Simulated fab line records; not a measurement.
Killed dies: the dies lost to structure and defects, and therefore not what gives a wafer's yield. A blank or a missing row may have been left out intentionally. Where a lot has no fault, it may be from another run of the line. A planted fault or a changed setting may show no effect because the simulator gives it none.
Struck lot and sound lot, side by side || flow n5_finfet || 18 out of 1938 route steps
Sound: wafers L496.2, L496.4, L496.5. Wafers struck: L499.4, L499.5, L499.6. The cause is given at the end.
Each step with rows lists, per side, the tool, then ch with its chambers, then its first start. Under that, the readings that differ: sound wafers || struck wafers || difference of the means || sigmas: that difference in standard deviations of wafers without a fault.
alike: readings with means less than 2 such deviations apart, plus words and numbers identical on both sides. not compared: withheld readings, readings lacking a value on some wafer, bounds such as >300 that could conceal the same value, and numbers that have no deviation in the record and whose values overlap.
Wherever a step has rows on one side only, a row that says differs or no value, or a row with sigmas, the two part there. When numbers do not overlap yet have no deviation, they are printed without sigmas and do not part them. A reading missing from all wafers of one side parts the sides only when that side holds two or more wafers.

first, 2 steps without rows for these wafers: N5_BEOL_M3_STRIP_65 (strips in N2/H2); N5_BEOL_M3_STRIP_75 (strips in N2/H2).
N5_BEOL_M3_STRIP_66: strips in CF4.
  sound on rie_diel-01 ch 1,3, day 8 12:39; struck on rie_diel-03 ch 0,2,3, day 9 11:39
  alike: cf4_flow_sccm, drypump_motor_current_A, oes_product_au, rf_vpp_V, showerhead_plenum_p_Torr, throttle_valve_pct
  not compared: rf_hours_counter_h
N5_BEOL_M3_HM_OPEN_17: chemistry Cl2/BCl3, target TiN, target depth 20 nm, overetch 6 nm.
  sound on rie_metal-02 ch 0,1, day 8 12:41; struck on rie_metal-01 ch 0,1, day 9 11:44
  alike: bias_w, drypump_motor_current_A, mfc_ar_sccm, oes_product_au, throttle_valve_pct
  not compared: rf_hours_counter_h
N5_BEOL_M3_STRIP_19: strips in O2.
  sound on rie_diel-02 ch 1,2,3, day 8 12:48; struck on rie_diel-01 ch 0,2,3, day 9 11:51
  alike: drypump_motor_current_A, oes_product_au, rf_vpp_V, showerhead_plenum_p_Torr, throttle_valve_pct
  not compared: rf_hours_counter_h
N5_BEOL_M3_CD_MEAS_18: pitch 36 nm, target cd 18 nm.
  sound on cd_sem-01, day 8 12:52; struck on cd_sem-02, day 9 11:54
  alike: cd_nm
then, 6 steps without rows for these wafers: N5_BEOL_M3_COAT_67 (time 60 s, resist thk 60 nm); N5_BEOL_M3_COAT_68 (time 60 s, resist thk 12 nm); N5_BEOL_M3_COAT_76 (time 60 s, resist thk 5 nm); N5_BEOL_M3_COAT_22 (resist thk 30 nm); N5_BEOL_M3_EBR_24; N5_BEOL_M3_SOFTBAKE_23 (time 60 s).
N5_BEOL_M3_EXPOSE_25: exposes mask V2, defocus 5 nm.
  sound on euv_scanner-01 ch 0, day 8 13:11; struck on euv_scanner-02 ch 0, day 9 12:14
{"reading": "exposure_dose_mJ_cm2", "sound": "62.92 62.97 62.99", "struck": "66.93 66.95 66.93", "difference": "+3.98", "sigmas": "+36"}
  alike: mask
then, 2 steps without rows for these wafers: N5_BEOL_M3_PEB_26 (peb time 60 s); N5_BEOL_M3_DEVELOP_27 (develop time 30 s).
N5_BEOL_M3_CD_MEAS_28: target cd 25.7 nm, target cd y 23.3 nm.
  sound on cd_sem-01 ch 0, day 8 13:19; struck on cd_sem-03 ch 0, day 9 12:22
{"reading": "cd_nm (nm)", "sound": "25.48 25.50 25.33", "struck": "26.87 26.36 26.85", "difference": "+1.26", "sigmas": "+5"}
N5_BEOL_M3_OVL_MEAS_29:
  sound on overlay-02 ch 0, day 8 13:21; struck on overlay-02 ch 0, day 9 12:25
  alike: V2_OVL
N5_BEOL_M4_RC_MEAS_101:
  sound on prober-01 ch 0, day 9 11:44; struck on prober-02 ch 0, day 10 08:55
  alike: DIBL_N, DIBL_P, IOFF_N, IOFF_P, ION_N, ION_P, SS_N, SS_P, VT_N, VT_P

## WHERE THEY PART
First at N5_BEOL_M3_EXPOSE_25; last, within this record, at N5_BEOL_M3_CD_MEAS_28. Later steps at which nothing parts them and some readings are alike: N5_BEOL_M3_OVL_MEAS_29, N5_BEOL_M4_RC_MEAS_101.

WHY: whatever the simulator had introduced
Process parameters drifting: euv_scanner-02 at N5_BEOL_M3_EXPOSE_25, beginning at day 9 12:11. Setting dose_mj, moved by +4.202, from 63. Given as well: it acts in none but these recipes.
